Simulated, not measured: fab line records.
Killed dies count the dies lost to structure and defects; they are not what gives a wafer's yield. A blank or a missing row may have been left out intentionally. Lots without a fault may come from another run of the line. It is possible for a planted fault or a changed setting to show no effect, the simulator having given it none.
fab line records + flow nand-harc
record:
- lots: 5
- wafers: 13
- last-day: 24
route steps=1159 shown A_M1@1047 A_BONDPAD@1059 END@1159
lots that met no fault: from a run of the same line without faults
start-h: hours from the record's first day to the start of the lot's first wafer shown + wait-h: how many hours have passed since the lot's step before this one + " same as the row above + L1.1+2: several wafers, shown together as one row + - no value present, or no start provided + * or withheld: withheld + < > ~ a bound
route shown NAME@n: names a module that has steps shown in the file, with the first one's number in the route + usual: mean/standard deviation of fault-free wafers + same: alike in all rows + chamber/n: place in a boat + sites: the reading at each site + _std_site: standard deviation across them + _edge_site: inner sites' mean taken away from outer sites' mean + radius-mm: how far each site lies from the wafer's centre + mask NAME#n: copy n + behind: the last tool/chamber to shape the wafer + hold: why the lot was held/for how many hours/how that ended + device: transistor that didn't switch, given as n, p or np + end of line: at the end of the route, the tests of the same wafers + for a step that has no rows: nothing shown but its recipe + killed: dies lost to structure and defects at the first sort, not the wafer's yield + map: dies across one wafer; x = killed, . = not, _ = none there
set.NAME: the run value of the setting; set.NAME@STEP: its run value at that earlier step + model.NAME: the simulator's own value behind a step, which no gauge read
lots seen at some steps along the route; tables by step, rows by wafer
services: from which hour (start-h, from the record's first day; less than 0 if before it) a tool's chamber was out of use, for how many hours, and why
== steps ==
step: NHARC_A_M1_PRE_CLEAN_30
recipe:
- time-s: 30
- temp-c: 280
- gas: H2/He
usual:
- heater-power-w: 413/65
| lot.wafer | tool           | chamber | start-h | wait-h | heater-power-w |
|-----------|----------------|---------|---------|--------|----------------|
| L264.1    | pvd-sputter-01 | -       | -       | -      | 616            |
| L264.6    | "              | -       | "       | "      | 391            |
| L264.5    | "              | -       | "       | "      | 598            |
| L266.1    | pvd-sputter-03 | -       | -       | -      | 430            |
| L266.2    | "              | -       | "       | "      | 399            |
| L266.5    | "              | -       | "       | "      | 476            |
| L273.3    | pvd-sputter-01 | -       | -       | -      | 396            |
| L273.1    | "              | -       | "       | "      | 428            |
| L273.2    | "              | -       | "       | "      | 405            |
| L285.3    | pvd-sputter-02 | -       | -       | -      | 391            |
| L285.4    | "              | -       | "       | "      | 353            |
| L285.6    | "              | -       | "       | "      | 378            |
| L284.1    | pvd-sputter-01 | -       | -       | -      | 410            |
step: NHARC_A_M1_PVD_20
recipe:
- target-thk-a: 50
- bias-v: 168.6
- power-w: 15000
- chamber-pressure-pa: 0.12
- time-s: 8.06
- substrate-temp-c: 50
- material: TaN
step: NHARC_A_M1_PVD_21
recipe:
- target-thk-a: 300
- chamber-pressure-pa: 5
- power-w: 5000
- substrate-temp-c: 30
- time-s: 20.49
- material: Cu
usual:
- cathode-dc-power-W: 5000.0/0.96
- throttle-valve-pct: 30.0/1.1
| lot.wafer | tool           | chamber | start-h | wait-h | cathode-dc-power-W | throttle-valve-pct |
|-----------|----------------|---------|---------|--------|--------------------|--------------------|
| L264.1    | pvd-sputter-01 | -       | -       | -      | 5000.3             | 30.4               |
| L264.5    | "              | -       | "       | "      | 4999.2             | 30.4               |
| L264.6    | "              | -       | "       | "      | 5001.0             | 30.0               |
| L266.2    | pvd-sputter-03 | -       | -       | -      | 4999.2             | 31.5               |
| L266.1    | "              | -       | "       | "      | 4999.0             | 30.2               |
| L266.5    | "              | -       | "       | "      | 5000.0             | 31.5               |
| L273.2    | pvd-sputter-01 | -       | -       | -      | 4999.4             | 30.2               |
| L273.1    | "              | -       | "       | "      | 4999.3             | 30.3               |
| L273.3    | "              | -       | "       | "      | 5000.4             | 29.9               |
| L285.4    | pvd-sputter-02 | -       | -       | -      | 5000.4             | 28.4               |
| L285.3    | "              | -       | "       | "      | 4999.8             | 30.6               |
| L285.6    | "              | -       | "       | "      | 4999.6             | 28.3               |
| L284.1    | pvd-sputter-01 | -       | -       | -      | 5000.0             | 30.1               |
step: NHARC_A_M1_ECD_22
recipe:
- target-thk-a: 4000
- bath-temp-c: 25
- material: Cu
step: NHARC_A_M1_ANNEAL_31
recipe:
- temp-c: 225
- time-s: 90
usual:
- wafer_temp_C_max: 226.3/0.48
| lot.wafer | tool          | chamber | start-h | wait-h | wafer_temp_C_max |
|-----------|---------------|---------|---------|--------|------------------|
| L264.1    | rtp-anneal-02 | 0       | 401.72  | -      | 225.8            |
| L264.5    | "             | 0       | "       | "      | 225.7            |
| L264.6    | "             | 0       | "       | "      | 225.9            |
| L266.1    | rtp-anneal-01 | 0       | 410.89  | 0.3    | 227.1            |
| L266.2    | "             | 0       | "       | "      | 227.2            |
| L266.5    | "             | 0       | "       | "      | 226.9            |
| L273.1    | rtp-anneal-01 | 0       | 460.41  | 0.3    | 226.3            |
| L273.2    | "             | 0       | "       | "      | 226.6            |
| L273.3    | "             | 0       | "       | "      | 226.9            |
| L285.3    | rtp-anneal-01 | 0       | 538.62  | -      | 227.1            |
| L285.4    | "             | 0       | "       | "      | 227.2            |
| L285.6    | "             | 0       | "       | "      | 226.9            |
| L284.1    | rtp-anneal-02 | 0       | 551.48  | 0.3    | 225.4            |
step: NHARC_A_M1_CMP_23
recipe:
- t-overpolish-s: 20
- target-thk-nm: 154.34
usual:
- motor-current-A: 11.8/1.4
- slurry-flow-ml-min: 150.1/0.42
- time-to-endpoint-s: 28/3.3
| lot.wafer | tool   | chamber | start-h | wait-h | motor-current-A | slurry-flow-ml-min | time-to-endpoint-s |
|-----------|--------|---------|---------|--------|-----------------|--------------------|--------------------|
| L264.1    | cmp-03 | 0       | 402.07  | -      | 11.8            | 149.7              | 21                 |
| L264.6    | "      | 0       | "       | "      | 12.2            | 149.8              | 21                 |
| L264.5    | "      | 1       | "       | "      | 13.7            | 150.2              | 26                 |
| L266.2    | cmp-03 | 1       | 411.24  | -      | 13.2            | 150.5              | 25                 |
| L266.1    | "      | 2       | "       | "      | 12.6            | 150.3              | 29                 |
| L266.5    | "      | 2       | "       | "      | 13.4            | 149.7              | 30                 |
| L273.3    | cmp-01 | 0       | 460.76  | -      | 13.0            | 150.3              | 28                 |
| L273.1    | "      | 1       | "       | "      | 11.5            | 150.2              | 30                 |
| L273.2    | "      | 3       | "       | "      | 11.2            | 149.1              | 24                 |
| L285.4    | cmp-03 | 2       | 538.87  | -      | 12.6            | 150.3              | 32                 |
| L285.3    | "      | 1       | "       | "      | 13.1            | 149.4              | 27                 |
| L285.6    | "      | 3       | "       | "      | 13.5            | 149.8              | 25                 |
| L284.1    | cmp-03 | 2       | 551.88  | -      | 13.3            | 150.2              | 31                 |
step: NHARC_A_M1_THK_MEAS_24
recipe:
- thk-meas-gauge: xrf
usual:
- thk-nm: 154.5/1.8
| lot.wafer | tool          | chamber | start-h | wait-h | thk-nm |
|-----------|---------------|---------|---------|--------|--------|
| L264.1    | film-metro-02 | -       | 402.38  | -      | 154.5  |
| L264.5    | "             | -       | "       | "      | 154.4  |
| L264.6    | "             | -       | "       | "      | 151.5  |
| L266.1    | film-metro-01 | -       | 411.55  | -      | 154.9  |
| L266.2    | "             | -       | "       | "      | 154.3  |
| L266.5    | "             | -       | "       | "      | 156.1  |
| L273.1    | film-metro-02 | -       | 461.08  | -      | 157.9  |
| L273.2    | "             | -       | "       | "      | 154.7  |
| L273.3    | "             | -       | "       | "      | 155.0  |
| L285.3    | film-metro-01 | -       | 539.18  | -      | 153.2  |
| L285.4    | "             | -       | "       | "      | 157.3  |
| L285.6    | "             | -       | "       | "      | 154.1  |
| L284.1    | film-metro-01 | -       | 552.14  | -      | 154.3  |
step: NHARC_A_M1_SRD_25
step: NHARC_A_M1_INSPECT_27
usual:
- raw-defect-count: 440/110
| lot.wafer | tool              | chamber | start-h | wait-h | raw-defect-count |
|-----------|-------------------|---------|---------|--------|------------------|
| L264.1    | defect-inspect-02 | -       | 402.54  | 0.0    | 395              |
| L264.5    | "                 | -       | "       | "      | 279              |
| L264.6    | "                 | -       | "       | "      | 372              |
| L266.1    | defect-inspect-02 | -       | 411.71  | 0.0    | 389              |
| L266.2    | "                 | -       | "       | "      | 370              |
| L266.5    | "                 | -       | "       | "      | 351              |
| L273.1    | defect-inspect-01 | -       | 461.23  | 0.0    | 586              |
| L273.2    | "                 | -       | "       | "      | 367              |
| L273.3    | "                 | -       | "       | "      | 378              |
| L285.3    | defect-inspect-02 | -       | 539.34  | 0.0    | 345              |
| L285.4    | "                 | -       | "       | "      | 358              |
| L285.6    | "                 | -       | "       | "      | 302              |
| L284.1    | defect-inspect-01 | -       | 552.30  | 0.0    | 555              |
step: NHARC_A_M1_PRE_CLEAN_32
recipe:
- time-s: 12
- temp-c: 370
- rf-power-w: 300
- gas: NH3
usual:
- heater-power-w: 613/88
| lot.wafer | tool     | chamber | start-h | wait-h | heater-power-w |
|-----------|----------|---------|---------|--------|----------------|
| L264.1    | pecvd-02 | 0       | 402.63  | 0.1    | 536            |
| L264.5    | "        | 1       | "       | "      | 657            |
| L264.6    | "        | 0       | "       | "      | 536            |
| L266.2    | pecvd-04 | 0       | 411.80  | 0.1    | 592            |
| L266.1    | "        | 1       | "       | "      | 678            |
| L266.5    | "        | 2       | "       | "      | 531            |
| L273.1    | pecvd-01 | 0       | 461.30  | 0.1    | 569            |
| L273.2    | "        | 1       | "       | "      | 599            |
| L273.3    | "        | 2       | "       | "      | 664            |
| L285.3    | pecvd-04 | 2       | 539.84  | 0.5    | 567            |
| L285.4    | "        | 2       | "       | "      | 567            |
| L285.6    | "        | 1       | "       | "      | 684            |
| L284.1    | pecvd-04 | 1       | 552.38  | 0.1    | 573            |
step: NHARC_A_M1_DEP_33
recipe:
- target-thk-a: 300
- temp-c: 370
- target-thk-nm: 30
- pressure-torr: 3
- flow-sccm: 200
- rf-w: 450
- material: SiCN
step: NHARC_A_BONDPAD_DEP_00
recipe:
- target-thk-a: 2500
- temp-c: 370
- target-thk-nm: 250
- pressure-torr: 3
- flow-sccm: 200
- rf-w: 450
- material: SiCN
usual:
- heater-power-w: 568/93
| lot.wafer | tool     | chamber | start-h | wait-h | heater-power-w |
|-----------|----------|---------|---------|--------|----------------|
| L264.1    | pecvd-02 | 2       | 403.32  | -      | 807            |
| L264.5    | "        | 0       | "       | "      | 484            |
| L264.6    | "        | 2       | "       | "      | 810            |
| L266.2    | pecvd-02 | 0       | 412.43  | -      | 500            |
| L266.1    | "        | 2       | "       | "      | 768            |
| L266.5    | "        | 2       | "       | "      | 784            |
| L273.3    | pecvd-03 | 2       | 461.93  | -      | 524            |
| L273.1    | "        | 0       | "       | "      | 575            |
| L273.2    | "        | 1       | "       | "      | 558            |
| L285.3    | pecvd-04 | 1       | 540.52  | -      | 536            |
| L285.4    | "        | 0       | "       | "      | 510            |
| L285.6    | "        | 2       | "       | "      | 525            |
| L284.1    | pecvd-03 | 2       | 553.49  | -      | 503            |
step: NHARC_A_BONDPAD_CMP_29
recipe:
- target-thk-nm: 200
- material: SiCN
step: NHARC_A_BONDPAD_THK_MEAS_30
recipe:
- thk-meas-gauge: ellipsometry
usual:
- thk-nm: 200.1/1.8
| lot.wafer | tool          | chamber | start-h | wait-h | hold                     | thk-nm |
|-----------|---------------|---------|---------|--------|--------------------------|--------|
| L264.1    | film-metro-02 | -       | 403.89  | 0.2    | -                        | 200.7  |
| L264.5    | "             | -       | "       | "      | -                        | 201.0  |
| L264.6    | "             | -       | "       | "      | -                        | 201.3  |
| L266.1    | film-metro-02 | -       | 413.09  | 0.2    | -                        | 204.5  |
| L266.2    | "             | -       | "       | "      | -                        | 202.5  |
| L266.5    | "             | -       | "       | "      | -                        | 200.6  |
| L273.1    | film-metro-02 | -       | 462.59  | 0.1    | -                        | 202.4  |
| L273.2    | "             | -       | "       | "      | -                        | 202.3  |
| L273.3    | "             | -       | "       | "      | -                        | 198.0  |
| L285.3    | film-metro-01 | -       | 541.13  | 0.2    | -                        | 197.2  |
| L285.4    | "             | -       | "       | "      | -                        | 202.2  |
| L285.6    | "             | -       | "       | "      | -                        | 203.1  |
| L284.1    | film-metro-01 | -       | 554.06  | 0.2    | await-dispo/0.2h/release | 156.1  |
| L284.1    | film-metro-01 | -       | 554.23  | 0.2    | -                        | 154.1  |
step: NHARC_END_SORT_01
recipe:
- temp-c: 25
usual:
- defect-limited-yield: 95.7/1.6
- killed-at-array: 25/9.7
- killed-at-other: 0.7/0.87
- killed-at-periphery: 3.3/2.3
- killed-dies: 29/11
- killed-open: 3.6/2.1
- killed-short: 2.3/1.7
- sort_bin_2_pct: 1.4/0.62
- sort_bin_3_pct: 0.25/0.21
- sort_bin_4_pct: 2.7/1
- sort-n-pass: 648/11
- sort-rim-yield-pct: 94/3.2
- sort-yield-pct: 95.7/1.6
same:
- gross-dies: 677
- sort_bin_5_pct[%]: 0
- sort_bin_6_pct[%]: 0
- sort_bin_7_pct[%]: 0
- sort_bin_8_pct[%]: 0
- sort-rim-n-gross: 106.00
| lot.wafer | tool      | chamber | start-h | wait-h | defect-limited-yield[%] | killed-at-array | killed-at-other | killed-at-periphery | killed-dies | killed-open | killed-short | sort_bin_2_pct[%] | sort_bin_3_pct[%] | sort_bin_4_pct[%] | sort-n-pass | sort-rim-yield-pct[%] | sort-yield-pct[%] |
|-----------|-----------|---------|---------|--------|-------------------------|-----------------|-----------------|---------------------|-------------|-------------|--------------|-------------------|-------------------|-------------------|-------------|-----------------------|-------------------|
| L266.1    | prober-01 | 0       | 442.24  | 2.5    | 97.5                    | 12              | 2               | 3                   | 17          | 4           | 2            | 0.6               | 0                 | 1.9               | 660         | 97                    | 97.5              |
| L266.2    | prober-01 | 0       | 443.03  | 2.8    | 98.1                    | 9               | 0               | 4                   | 13          | 2           | 4            | 0.4               | 0.15              | 1.3               | 664         | 98                    | 98.1              |
| L266.5    | prober-01 | 0       | 445.39  | 3.6    | 99.0                    | 6               | 0               | 1                   | 7           | 2           | 0            | 0.3               | 0.15              | 0.6               | 670         | 98                    | 99.0              |
killed by level:class
L266.1 A_CONTACT:chamber-film-flake=2 THIN_TSV:chamber-film-flake=2 A_ONON_D1:geometric-particle:short=1 A_CHANNEL_HOLE_D1:geometric-particle:open=1 A_SGD_CUT:geometric-particle:short=1 A_WL_FILL:geometric-particle:open=1 A_CONTACT:geometric-particle:open=1 A_BLC:geometric-particle:open=1
L266.2 A_CHANNEL_FILL_D1:geometric-particle:short=3 P_M0:chamber-film-flake=2 A_STAIRCASE:chamber-film-flake=2 A_CHANNEL_FILL_D1:geometric-particle:open=1 A_WL_FILL:geometric-particle:short=1 A_BLC:geometric-particle:open=1 P_GATE:chamber-film-flake=1 P_BONDPAD:chamber-film-flake=1
L266.5 A_SLIT:chamber-film-flake=3 P_GATE:geometric-particle:open=1 A_M0:geometric-particle:open=1 A_STAIRCASE:chamber-film-flake=1 A_CONTACT:chamber-film-flake=1
== services ==
| tool           | chamber | start-h | hours | kind   |
|----------------|---------|---------|-------|--------|
| cmp-01         | -       | 377.10  | 9.0   | repair |
| pvd-sputter-02 | -       | 392.00  | 10.0  | pm     |
| pecvd-01       | -       | 398.70  | 2.1   | repair |
| cmp-03         | -       | 407.07  | 1.3   | repair |
| pecvd-01       | -       | 411.71  | 0.6   | repair |
| pecvd-01       | -       | 418.51  | 13.0  | pm     |
| pecvd-04       | -       | 448.19  | 0.5   | repair |
| pecvd-01       | -       | 452.34  | 6.1   | repair |
| cmp-03         | -       | 454.39  | 4.0   | pm     |
| pvd-sputter-01 | -       | 464.32  | 6.8   | repair |
| pvd-sputter-03 | -       | 469.78  | 10.0  | pm     |
| pecvd-03       | -       | 473.07  | 13.0  | pm     |
| cmp-03         | -       | 480.24  | 1.4   | repair |
| pvd-sputter-03 | -       | 492.24  | 10.0  | repair |
| cmp-03         | -       | 501.46  | 2.8   | repair |
| pvd-sputter-03 | -       | 508.54  | 2.2   | repair |
| pecvd-04       | -       | 509.84  | 1.3   | repair |
| pvd-sputter-01 | -       | 514.00  | 10.0  | pm     |
| pecvd-02       | -       | 515.26  | 13.0  | pm     |
| pvd-sputter-02 | -       | 516.52  | 2.5   | repair |
| pecvd-03       | -       | 530.52  | 0.3   | repair |
| pvd-sputter-03 | -       | 535.15  | 3.3   | repair |
| cmp-03         | -       | 536.12  | 2.1   | repair |
| cmp-03         | -       | 552.39  | 4.0   | pm     |
== key ==
first-sign:
- step: NHARC_A_BONDPAD_THK_MEAS_30
- reading: visit
- direction: added
effect:
- step: NHARC_A_BONDPAD_THK_MEAS_30
- reading: thk-nm
- direction: down
- sigmas: 24
- usual: 200.1
- struck: 156.1
met-at NHARC_A_BONDPAD_DEP_00
struck-wafers L284.1
loop-trim:
- step: NHARC_A_M1_EXPOSE_06
- setting: dose
- lots: L284
onset-between 461.93 553.49
also-fits time
fault:
- kind: site-profile-drift
- tool: pecvd-03
- chamber: 2
- onset-h: 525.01
- steps: NHARC_A_BONDPAD_DEP_00
- basis: fraction
- max-abs-drift: 0.40469
- slope-share-per-hr: 89.932
- site-pattern: 0,0,0,0,0,-1,-1,-1,-1
loop-trim: a control loop set the setting to another value than it would have without faults
